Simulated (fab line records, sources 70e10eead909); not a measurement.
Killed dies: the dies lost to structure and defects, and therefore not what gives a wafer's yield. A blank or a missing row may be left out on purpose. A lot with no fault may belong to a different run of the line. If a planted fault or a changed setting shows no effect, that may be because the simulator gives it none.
One fault seen from 2 desks | flow nandHarc | each desk holds nothing but its own numbers, with what lay behind them at the end

## FOR THE TOOL OWNER'S DESK: rieDiel-04
The tool's own readings at NHARC_P_M2_ETCH_35 (etches the open film in N2/H2, target depth 40 nm, overetch 12 nm, time 43.94 s): means of the sampled wafers that have a number, for each lot that ran on this tool. If a lot's mean is further than 4 standard deviations from the usual mean, the lot is out of limits and carries the mark OUT (the distance appears in the brackets).
Columns: A = drypumpMotorCurrentA at NHARC_P_M2_ETCH_35, usual 5.5 A; B = oesProductAu at NHARC_P_M2_ETCH_35, usual 1.000 a.u.; C = rfVppV at NHARC_P_M2_ETCH_35, usual 430.1 V; D = runLengthS at NHARC_P_M2_ETCH_35, usual 65.2 s; E = showerheadPlenumPTorr at NHARC_P_M2_ETCH_35, usual 2.02 Torr; F = throttleValvePct at NHARC_P_M2_ETCH_35, usual 14.172 %
lot  | first seen here | A   | B     | C     | D              | E    | F
L580 | day 5 15:10     | 5.6 | 1.009 | 429.5 | 65.1           | 1.99 | 14.172
L582 | day 6 04:50     | 5.5 | 1.000 | 427.9 | 65.3           | 1.97 | 14.172
L584 | day 7 02:28     | 5.6 | 1.003 | 429.5 | 65.4           | 1.99 | 14.165
L585 | day 7 08:34     | 5.5 | 1.003 | 428.6 | 65.1           | 1.96 | 14.170
L587 | day 8 14:08     | 5.5 | 1.006 | 428.6 | 65.1           | 1.97 | 14.169
L589 | day 9 12:05     | 5.2 | 1.007 | 429.7 | 65.4           | 1.99 | 14.179
L592 | day 10 11:41    | 5.5 | 1.012 | 428.7 | 65.4           | 1.98 | 14.169
L598 | day 13 00:59    | 5.7 | 1.001 | 429.5 | 57.5 (-19) OUT | 1.99 | 14.170
Finding of this desk: L598 out of limits; the first was L598 at day 13 00:59, on runLengthS at NHARC_P_M2_ETCH_35. L580, L582, L584, L585, L587, L589, L592 stayed within limits.

## THE DEFECT DESK
What the inspections along the route counted, lot by lot: means of the sampled wafers that have a number. If a lot's mean is further than 4 standard deviations from the usual mean, the lot is out of limits and carries the mark OUT (the distance appears in the brackets).
Columns: A = rawDefectCount at NHARC_P_M2_INSPECT_11, usual 4.5
lot  | first seen here | A
L580 | day 5 15:00     | 4.7
L581 | day 5 18:57     | 5.3
L582 | day 6 04:42     | 6.0
L584 | day 7 02:19     | 4.0
L585 | day 7 08:25     | 4.0
L586 | day 8 01:05     | 1.3
L587 | day 8 13:58     | 4.0
L589 | day 9 11:56     | 3.7
L592 | day 10 11:32    | 4.7
L595 | day 11 11:33    | 3.3
L598 | day 13 00:47    | 4.0
L599 | day 13 15:58    | 6.3
This desk's verdict: no lot among the 12 shows anything out of limits.

## BROUGHT TOGETHER
An alarm could have come from the tool owner's desk at day 13 00:59, on L598.
The defect desk saw nothing out of limits.
The defect desk has L598 on record, within its limits.
The lots listed all ran NHARC_P_M2_ETCH_35 on rieDiel-04.

## WHAT THE SIMULATOR HAD INSERTED
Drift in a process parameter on rieDiel-04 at NHARC_P_M2_ETCH_35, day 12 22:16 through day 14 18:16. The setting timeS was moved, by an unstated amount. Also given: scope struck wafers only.
Lots struck among those shown: L598.
How many hours passed from the start of the fault until each desk's first out-of-limits reading: the tool owner's desk, 3.
